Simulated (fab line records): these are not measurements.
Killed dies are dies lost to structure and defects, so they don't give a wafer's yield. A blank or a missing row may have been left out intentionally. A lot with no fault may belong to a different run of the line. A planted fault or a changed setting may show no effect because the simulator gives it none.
Which tool is to blame? ; flow n5_finfet ; at 1 step of a route of 1938, 22 lots with 66 wafers sampled

## WHAT EACH GAUGE READ, for each wafer
N5_SDB_INSPECT_36: inspects for defects (darkfield). Usual: raw_defect_count reads 40 (standard deviation 15).
lot;measured;on;raw_defect_count;flag
L074;day 3 20:31;defect_inspect-01;40 32 34;
L075;day 4 06:19;defect_inspect-02;43 63 37;
L077;day 4 15:36;defect_inspect-01;48 20 40;
L078;day 5 02:05;defect_inspect-02;28 21 37;
L079;day 5 04:29;defect_inspect-01;70 46 50;
L080;day 5 13:58;defect_inspect-02;42 73 18;
L081;day 5 21:55;defect_inspect-02;45 45 54;
L082;day 5 22:01;defect_inspect-01;27 47 52;
L083;day 6 08:26;defect_inspect-01;33 16 22;
L084;day 6 17:03;defect_inspect-01;38 36 73;
L085;day 6 19:11;defect_inspect-01;37 35 42;
L086;day 7 00:55;defect_inspect-02;36 63 52;
L087;day 7 06:17;defect_inspect-02;50 90 69;
L088;day 7 14:36;defect_inspect-02;40 37 38;
L089;day 7 19:14;defect_inspect-01;55 40 23;
L090;day 8 01:50;defect_inspect-01;72 18 19;
L091;day 8 04:27;defect_inspect-02;45 57 40;
L092;day 8 13:03;defect_inspect-01;36 51 33;
L093;day 8 17:45;defect_inspect-01;34 30 39;
L095;day 9 06:51;defect_inspect-01;37 37 24;
L096;day 9 10:17;defect_inspect-02;41 21 25;
L097;day 9 21:05;defect_inspect-01;16 19 40;

## WHICH TOOL RAN EACH LOT (tool, then ch and the chambers of the sampled wafers, then the start)
No process step before these readings appears in the record.

## WHAT THE TOOLS THEMSELVES READ (means of the sampled wafers that have a number; where no wafer has one, the mark that the record gives instead)
The record holds no such reading with a usual standard deviation.

## THE ANSWER, worked out from the rows above alone
Rule: take the mean of a lot's wafers that have a number; if it is more than 3 standard deviations from the usual mean, the lot is off. A lot without any number at a reading at which 4 lots or more have one is off too. The other lots that the step has rows for count as sound. After the gauges, taken in route order, come the tools' own readings; for these a lot's mean is taken, as printed above. The first step at which some lot is off is used, and at that step the reading that is off furthest; a lot without a number counts as furthest.
None of the lots is off at any reading shown; this tells nothing.

## WHAT HAD BEEN PUT IN BY THE SIMULATOR
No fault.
